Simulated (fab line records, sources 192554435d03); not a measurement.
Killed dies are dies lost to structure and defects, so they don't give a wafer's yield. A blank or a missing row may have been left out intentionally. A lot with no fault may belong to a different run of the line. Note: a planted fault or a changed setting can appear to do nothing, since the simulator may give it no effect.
Struck lot and sound lot, side by side	flow n5Finfet	28 steps out of a route of 1938
Sound: the wafers L787.2, L787.4, L787.6. Wafers struck: L775.1, L775.2, L775.5. Last of all comes the cause.
At each step with rows: each side's tool, then ch and its chambers, then its first start. Under that, the readings that differ: sound wafers	struck wafers	difference of the means	sigmas: that difference in standard deviations of wafers without a fault.
alike: readings whose means differ by less than 2 such deviations, and words and numbers that are the same on both sides. not compared: withheld readings, readings that some wafer has no value for, bounds like >300 that may hide the same value, and numbers for which the record gives no deviation and whose values overlap.
Wherever a step has rows on one side only, a row that says differs or no value, or a row with sigmas, the two part there. Numbers that have no deviation but don't overlap get no sigmas and don't part them. A reading that every wafer of one side lacks parts them only if that side has two wafers or more.

first, 9 steps without rows for these wafers: N5_MOL_CONTACT_COAG_COAT_64 (time 60 s, resist thk 10 nm); N5_MOL_CONTACT_COAG_COAT_34 (resist thk 40 nm); N5_MOL_CONTACT_COAG_EBR_36; N5_MOL_CONTACT_COAG_SOFTBAKE_35 (time 60 s); N5_MOL_CONTACT_COAG_EXPOSE_37 (exposes mask VD, defocus 0 nm); N5_MOL_CONTACT_COAG_PEB_38 (peb time 60 s); N5_MOL_CONTACT_COAG_DEVELOP_39 (develop time 30 s); N5_MOL_CONTACT_COAG_DESCUM_45 (chemistry O2, time 7 s); N5_MOL_CONTACT_COAG_ETCH_65 (etches underlayer in N2/H2, target depth 13 nm, time 10.4 s).
N5_MOL_CONTACT_COAG_ETCH_66: etches SiARC in CF4, target depth 13 nm, time 21.7 s.
  sound on rieDiel-02 ch 0,1,2, day 10 18:04; struck on rieDiel-03 ch 1,3, day 8 04:59
  no value came back on the struck wafers for any of 8 readings (biasW (W), cf4FlowSccm (sccm) and others); on the sound wafers biasW (W) reads 36.04 36.10 35.97
reading	sound	struck	difference	sigmas
model.CAR-EUV_of_MOL_CONTACT_COAG_COAT_34.thkNm (nm)	16.8 16.8 16.8	24.6 24.4 24.6	+7.7	
  not compared: rfHoursCounterH
then, 1 step without rows for these wafers: N5_MOL_CONTACT_COAG_ALD_133 (deposits SiO2, target thk 5 nm, pulse time 1 s, co reactant pulse time 1 s).
N5_MOL_CONTACT_COAG_ETCHBACK_134: etches SiO2 in CHF3, target depth 10 nm, time 6.7 s.
  sound on rieDiel-02 ch 2,3, day 10 18:19; struck on rieDiel-02 ch 0,1,2, day 8 05:26
reading	sound	struck	difference	sigmas
oesProductAu (a.u.)	0.89 0.78 0.90	0.35 0.29 0.25	-0.56	-6
model.CAR-EUV_of_MOL_CONTACT_COAG_COAT_34.thkNm (nm)	15.4 15.4 15.4	23.2 23 23	+7.7	
  alike: CHF3_flow_sccm, drypumpMotorCurrentA, rfVppV, showerheadPlenumPTorr, throttleValvePct
  not compared: rfHoursCounterH
N5_MOL_CONTACT_COAG_ETCH_67: etches SOC in N2/H2, target depth 60 nm, overetch 21 nm, time 101.2 s.
  sound on rieDiel-02 ch 2,3, day 10 18:21; struck on rieDiel-02 ch 0,1,2, day 8 05:29
reading	sound	struck	difference	sigmas
oesProductAu (a.u.)	0.75 0.66 0.75	0.35 0.30 0.26	-0.42	-6
  alike: biasW, chamberPressureMTorr, drypumpMotorCurrentA, rfVppV, showerheadPlenumPTorr, tempC, throttleValvePct
  not compared: rfHoursCounterH
then, 11 steps without rows for these wafers: N5_MOL_CONTACT_COAG_STRIP_68 (strips in N2/H2); N5_MOL_CONTACT_COAG_STRIP_69 (strips in N2/H2); N5_MOL_CONTACT_COAG_ETCHBACK_136 (etches SiO2 in CHF3, target depth 25 nm, time 16.7 s); N5_MOL_CONTACT_COAG_STRIP_120 (strips in CHF3); N5_MOL_CONTACT_COAG_VIA_ETCH_117 (etches SiO2 in C4F6/O2, target depth 40 nm, overetch 8 nm, time 26 s); N5_MOL_CONTACT_COAG_ETCH_124 (etches SiNx in CH3F/O2, stops on SiOC, target depth 6.5 nm); N5_MOL_CONTACT_COAG_ETCH_48 (etches SiOC in C4F6/O2, target depth 15 nm, overetch 4.5 nm, time 17 s); N5_MOL_CONTACT_COAG_STRIP_72 (strips in N2/H2); N5_MOL_CONTACT_COAG_STRIP_49 (strips in N2/H2, time 30 s); N5_MOL_CONTACT_COAG_PRECLEAN_138 (cleans in alkaline clean, time 60 s); N5_MOL_CONTACT_COAG_SRD_139 (time 30 s).
N5_MOL_CONTACT_COAG_CD_MEAS_101: the cd target is 16 nm.
  sound: cdSem-01 at day 10 18:50; struck: cdSem-03 at day 8 05:57
reading	sound	struck	difference	sigmas
cdNm (nm)	16.0 15.9 16.0	- - -	no value on the struck wafers	
after that, 1 step had no rows for these wafers: N5_MOL_CONTACT_COAG_PRE_CLEAN_121.
N5_BEOL_M4_RC_MEAS_101:
  the record has rows for the sound wafers here (prober-01 ch 0, day 14 02:54) and none for the struck ones
-- record jumps: 7 days separate the struck wafers' starts on either side; left off in module BEOL_M4, taken up again in module PASSIVATION, whose first shown step is the route's number 1936 --
N5_PASSIVATION_PROBE_49:
  rows exist in the record for the struck wafers here (prober-01, day 14 19:12), but not for the sound ones

== WHERE THEY PART ==
Last at N5_PASSIVATION_PROBE_49 as far as this record goes, first at N5_MOL_CONTACT_COAG_ETCH_66.

WHY: what the simulator had put in
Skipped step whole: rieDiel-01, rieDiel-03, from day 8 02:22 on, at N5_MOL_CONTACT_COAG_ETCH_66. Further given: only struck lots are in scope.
